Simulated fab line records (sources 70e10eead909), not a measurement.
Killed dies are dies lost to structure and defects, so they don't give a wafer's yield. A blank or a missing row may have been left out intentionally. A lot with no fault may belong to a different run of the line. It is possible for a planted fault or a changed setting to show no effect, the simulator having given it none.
Chamber matching | flow nandHarc | 4 sister chambers for NHARC_P_GATE_DESCUM_31 on rieDiel-10
The step chemistry O2, time 3 s. 4 wafers are shown with their chamber, then 8 later ones without.

WAFERS, EACH WITH ITS CHAMBER
wafer  | chamber | oesProductAu (a.u.)
L307.5 | 3       | 1.013
L308.3 | 1       | 1.016
L308.4 | 0       | 1.015
L309.2 | 2       | 0.990

WAFERS WITHOUT THEIR CHAMBER
wafer  | oesProductAu (a.u.)
L309.3 | 1.017
L309.4 | 1.010
L310.3 | 1.018
L310.4 | 0.994
L310.5 | 1.015
L311.1 | 1.022
L311.2 | 1.013
L311.6 | 1.021

WHICH CHAMBER EACH ONE RAN IN
wafer  | from the rows above          | in truth
L309.3 | can't be placed: 1 or 0 or 3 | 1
L309.4 | can't be placed: 3 or 0 or 1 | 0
L310.3 | can't be placed: 1 or 0 or 3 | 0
L310.4 | 2                            | 2
L310.5 | can't be placed: 0 or 1 or 3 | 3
L311.1 | can't be placed: 1 or 0 or 3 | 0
L311.2 | can't be placed: 3 or 0 or 1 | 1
L311.6 | can't be placed: 1 or 0 or 3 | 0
Correct placement for 1 of the 8. These rows do not allow placing 7 (true chamber among the candidates in 7). 0 placed wrongly.
How it was worked out, from the rows above alone: a wafer's distance from a chamber is the root of the sum, over the readings, of the square of ((its reading less the chamber's mean) divided by the reading's scatter). If the next closest chamber is less than 2 further off than the closest, the wafer can't be placed; otherwise it belongs to the closest. A chamber's mean is the mean of its shown wafers. The scatter (one wafer shown for each chamber): square how far every hidden wafer sits from the nearest shown wafer, average those squares and take the square root.
